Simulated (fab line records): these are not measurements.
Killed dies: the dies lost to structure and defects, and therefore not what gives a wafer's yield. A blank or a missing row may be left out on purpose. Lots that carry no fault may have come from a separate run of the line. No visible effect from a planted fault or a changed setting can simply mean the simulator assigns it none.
Matching of chambers + flow nandHarc + NHARC_A_M0_CMP_23 on cmp-03 has 4 sister chambers
The step polishes, t overpolish 20 s, target thk 113.75 nm. 8 wafers are shown with their chamber, then 10 later ones without.

## EACH WAFER AND ITS CHAMBER
| wafer  | chamber | motorCurrentA (A) | timeToEndpointS (s) |
|--------|---------|-------------------|---------------------|
| L085.3 | 3       | 12.9              | 34.7                |
| L086.1 | 2       | 10.2              | 26.3                |
| L086.2 | 3       | 13.4              | 28.3                |
| L092.2 | 1       | 13.9              | 25.9                |
| L092.3 | 2       | 10.7              | 28.9                |
| L092.4 | 0       | 12.0              | 30.1                |
| L091.3 | 0       | 12.6              | 31.1                |
| L091.4 | 1       | 13.5              | 29.6                |

## WAFERS WHOSE CHAMBER IS MISSING
| wafer  | motorCurrentA (A) | timeToEndpointS (s) |
|--------|-------------------|---------------------|
| L091.6 | 12.7              | 29.3                |
| L090.1 | 10.4              | 27.5                |
| L090.3 | 14.2              | 30.1                |
| L090.6 | 12.1              | 25.8                |
| L094.1 | 10.4              | 24.6                |
| L094.3 | 13.0              | 27.9                |
| L094.4 | 13.1              | 28.2                |
| L096.2 | 13.4              | 29.2                |
| L096.4 | 13.7              | 30.0                |
| L096.6 | 13.0              | 27.7                |

## WHICH CHAMBER EACH ONE RAN IN
| wafer  | from the rows above          | in truth |
|--------|------------------------------|----------|
| L091.6 | can't be placed: 0 or 3 or 1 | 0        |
| L090.1 | 2                            | 2        |
| L090.3 | can't be placed: 1 or 3      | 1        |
| L090.6 | can't be placed: 0 or 3      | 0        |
| L094.1 | 2                            | 2        |
| L094.3 | can't be placed: 3 or 1 or 0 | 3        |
| L094.4 | can't be placed: 3 or 1 or 0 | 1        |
| L096.2 | can't be placed: 1 or 3      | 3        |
| L096.4 | can't be placed: 1 or 3      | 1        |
| L096.6 | can't be placed: 3 or 1 or 0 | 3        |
Placed correctly: 2 of 10. Can't be placed from these rows: 8 (the true chamber is among the candidates in 8). Wrongly placed: 0.
How it was worked out, from the rows above alone: a wafer's distance from a chamber is the root of the sum, over the readings, of the square of ((its reading less the chamber's mean) divided by the reading's scatter). The wafer belongs to the nearest chamber; if the next one is less than 2 further off, it can't be placed. A chamber's mean is the mean of its shown wafers. How the scatter is found: for the shown wafers, subtract from each reading the mean of its chamber, square and add these, divide the total by (wafers less chambers), then take the root.
